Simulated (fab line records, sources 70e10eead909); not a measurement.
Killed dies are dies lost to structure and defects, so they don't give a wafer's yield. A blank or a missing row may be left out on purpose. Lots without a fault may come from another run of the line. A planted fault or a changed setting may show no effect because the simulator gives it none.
A struck lot beside a sound one | flow nand_harc | 13 steps out of a route of 1302
Sound: wafers L884.1, L884.2, L884.3. Struck: wafers L896.2, L896.4, L896.6. The cause comes at the end.
At each step with rows: each side's tool, then ch and its chambers, then its first start. Under that, the readings that differ: sound wafers | struck wafers | difference of the means | sigmas: that difference in standard deviations of wafers without a fault.
alike: readings whose means differ by less than 2 such deviations, and words and numbers that are the same on both sides. not compared: withheld readings, readings that some wafer has no value for, bounds like >300 that may hide the same value, and numbers for which the record gives no deviation and whose values overlap.
The two part at a step that has a row with sigmas, a row that says differs or no value, or rows on one side only. Numbers that don't overlap but have no deviation are shown without sigmas and don't part them. A reading that every wafer of one side lacks parts them only if that side has two wafers or more.

NHARC_A_WL_FILL_CVD_03: deposits W, target thk 40 nm, time 279 s.
  sound on cvd_w-02 ch 0,1, day 21 20:25; struck on cvd_w-01 ch 0,1, day 27 15:24
  alike: heater_power_w, throttle_valve_pct
NHARC_A_WL_FILL_ETCHBACK_04: etches the open film in NF3, target depth 60 nm, time 120 s.
  sound on rie_metal-03 ch 0,1, day 21 20:47; struck on rie_metal-03 ch 1, day 27 15:45
  reading               | sound             | struck            | difference | sigmas
  oes_product_au (a.u.) | 0.975 0.999 0.978 | 0.991 1.000 1.008 | +0.016     | +2
  alike: drypump_motor_current_A, run_length_s
  not compared: rf_hours_counter_h
NHARC_A_WL_FILL_ETCHBACK_05: etches the open film in Cl2/BCl3, target depth 22 nm, time 60 s.
  sound on rie_metal-03 ch 0,1, day 21 21:02; struck on rie_metal-03 ch 0,1, day 27 15:58
  alike: drypump_motor_current_A, oes_product_au, run_length_s
  not compared: rf_hours_counter_h
NHARC_A_WL_FILL_STRIP_27: strips in N2/H2, time 20 s.
  sound on plasma_asher-02 ch 0,1, day 21 21:10; struck on plasma_asher-02 ch 0,1, day 27 16:07
  alike: drypump_motor_current_A, heater_power_w
  not compared: rf_hours_counter_h
then, 5 steps without rows for these wafers: NHARC_A_WL_FILL_STRIP_28 (strips in post etch residue remover, time 1200 s); NHARC_A_WL_FILL_PRECLEAN_06 (cleans in DIW, time 300 s); NHARC_A_WL_FILL_SRD_07; NHARC_A_WL_FILL_ANNEAL_08 (time 1800 s); NHARC_A_WL_FILL_ALD_10 (deposits SiO2, target thk 50 nm, pulse time 10 s, ald cycles 500).
NHARC_A_WL_FILL_ETCHBACK_16: etches the open film in C4F8/O2/Ar, target depth 120 nm, time 24 s.
  sound on rie_diel-06 ch 1,2,3; struck on rie_diel-08 ch 0,1,3
  alike: oes_product_au, rf_vpp_V, run_length_s
  not compared: rf_hours_counter_h
then, 1 step without rows for these wafers: NHARC_A_WL_FILL_STRIP_29 (strips in O2, time 20 s).
NHARC_A_WL_FILL_ETCHBACK_17: etches the open film in Cl2/BCl3, target depth 4 nm, time 26.7 s.
  sound on rie_metal-03 ch 0,1, day 22 07:14; struck on rie_metal-01 ch 0,1, day 28 01:51
  reading          | sound          | struck         | difference | sigmas
  run_length_s (s) | 47.7 47.6 48.2 | 38.2 38.3 38.3 | -9.6       | -24
  alike: drypump_motor_current_A, oes_product_au
  not compared: rf_hours_counter_h
then, 1 step without rows for these wafers: NHARC_A_WL_FILL_PRECLEAN_18 (cleans in dHF, time 30 s).

WHERE THEY PART
First at NHARC_A_WL_FILL_ETCHBACK_04; last, within this record, at NHARC_A_WL_FILL_ETCHBACK_17.

WHY: what the simulator had put in
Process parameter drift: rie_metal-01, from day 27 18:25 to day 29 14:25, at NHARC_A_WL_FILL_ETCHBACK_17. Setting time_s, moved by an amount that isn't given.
